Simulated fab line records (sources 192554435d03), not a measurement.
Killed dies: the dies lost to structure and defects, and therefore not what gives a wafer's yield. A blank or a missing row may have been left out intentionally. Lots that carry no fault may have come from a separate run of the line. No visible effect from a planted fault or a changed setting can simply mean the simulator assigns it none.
A struck lot beside a sound one	flow n5 finfet	16 steps out of a route of 1938
Sound: the wafers L447.2, L447.5, L447.6. Struck: wafer L457.1 (left out: L457.6, a lot-mate that was not struck); the cause follows at the end.
Order at every step that has rows: each side's tool, ch and its chambers, its first start. Under that, the readings that differ: sound wafers	struck wafers	difference of the means	sigmas: that difference in standard deviations of wafers without a fault.
alike: readings whose means differ by less than 2 such deviations, and words and numbers that are the same on both sides. not compared: withheld readings, readings that some wafer has no value for, bounds like >300 that may hide the same value, and numbers for which the record gives no deviation and whose values overlap.
A row with sigmas, a row that says differs or no value, or rows on one side alone: a step with any of these is where the two part. Non-overlapping numbers with no deviation appear without sigmas and do not part them. Lack of a reading on every wafer of one side parts them only where that side has two or more wafers.

first, 6 steps without rows for these wafers: N5_BEOL_M2_COAT_22 (resist thk 30 nm); N5_BEOL_M2_EBR_24; N5_BEOL_M2_SOFTBAKE_23 (time 60 s); N5_BEOL_M2_EXPOSE_25 (exposes mask V1, defocus 5 nm); N5_BEOL_M2_PEB_26 (peb time 60 s); N5_BEOL_M2_DEVELOP_27 (develop time 30 s).
N5_BEOL_M2_CD_MEAS_28: target cd 26.2 nm, target cd y 24.1 nm.
  sound on cd sem-02 ch 0, day 8 22:53; struck on cd sem-02 ch 0, day 10 20:39
  alike: cd nm
N5_BEOL_M2_OVL_MEAS_29:
  sound on overlay-01 ch 0, day 8 22:55; struck on overlay-01 ch 0, day 10 20:41
reading	sound	struck	difference	sigmas
V1_OVL (nm)	-1.0 -2.2 -0.6	0.2	+1.5	+2
N5_BEOL_M2_INSPECT_30: inspects for defects (brightfield).
  sound on defect inspect-02 at day 8 22:59; struck on defect inspect-02 at day 10 20:44
  alike: raw defect count
N5_BEOL_M2_DESCUM_33: chemistry O2, time 7 s.
  sound on rie diel-04 ch 0,1, day 8 23:01; struck on rie diel-04 ch 2, day 10 20:46
  alike: drypump motor current A, oes product au, rf vpp V, showerhead plenum p Torr, throttle valve pct
  not compared: rf hours counter h
N5_BEOL_M2_ETCH_77: etches underlayer in N2/H2, target depth 6.5 nm, time 5.2 s.
  sound on rie diel-04 ch 0,1, day 8 23:02; struck on rie diel-04 ch 2, day 10 20:49
reading	sound	struck	difference	sigmas
bias w (W)	149.8 149.7 149.4	150.6	+1.0	+2
throttle valve pct (%)	18.28 17.66 18.26	17.65	-0.42	-2
  alike: drypump motor current A, etch rf on time s, oes product au, rf vpp V, showerhead plenum p Torr
  not compared: rf hours counter h
N5_BEOL_M2_ETCH_69: etches SiARC in CF4, target depth 15.6 nm, time 26 s.
  sound on rie diel-04 ch 0,1, day 8 23:04; struck on rie diel-04 ch 2, day 10 20:49
  alike: bias w, drypump motor current A, etch rf on time s, oes product au, rf vpp V, showerhead plenum p Torr, throttle valve pct
  not compared: rf hours counter h
N5_BEOL_M2_ALD_98: deposits SiO2, target thk 2.5 nm, pulse time 1 s, co reactant pulse time 1 s.
  sound on ald sin-04 ch 0,1, day 8 23:08; struck on ald sin-04 ch 0, day 10 20:54
reading	sound	struck	difference	sigmas
ald cycles	17 17 17	27	+10	
model.SiO2_of_BEOL_M2_ALD_98.thk nm (nm)	2.6 2.6 2.6	4	+1	
  alike: heater power w, precursor pulse height rel
N5_BEOL_M2_ETCHBACK_99: etches SiO2 in CHF3, target depth 5 nm, time 10.4 s.
  sound on rie diel-06 ch 0,1,2, day 9 04:56; struck on rie diel-01 ch 1, day 11 08:02
  alike: bias w, drypump motor current A, oes product au, rf vpp V, showerhead plenum p Torr, throttle valve pct
  not compared: rf hours counter h
N5_BEOL_M4_RC_MEAS_101:
  sound on prober-02 ch 0, day 10 14:57; struck on prober-02 ch 0, day 12 22:35
  alike: DIBL_N, DIBL_P, IOFF_N, IOFF_P, ION_N, ION_P, SS_N, SS_P, VT_N, VT_P
then, 1 step without rows for these wafers: N5_PASSIVATION_PROBE_49.

## WHERE THEY PART
First at N5_BEOL_M2_OVL_MEAS_29; last, within this record, at N5_BEOL_M2_ETCH_77. Later steps at which nothing parts them and some readings are alike: N5_BEOL_M2_ETCH_69, N5_BEOL_M2_ALD_98, N5_BEOL_M2_ETCHBACK_99, N5_BEOL_M4_RC_MEAS_101.

WHY: whatever the simulator had introduced
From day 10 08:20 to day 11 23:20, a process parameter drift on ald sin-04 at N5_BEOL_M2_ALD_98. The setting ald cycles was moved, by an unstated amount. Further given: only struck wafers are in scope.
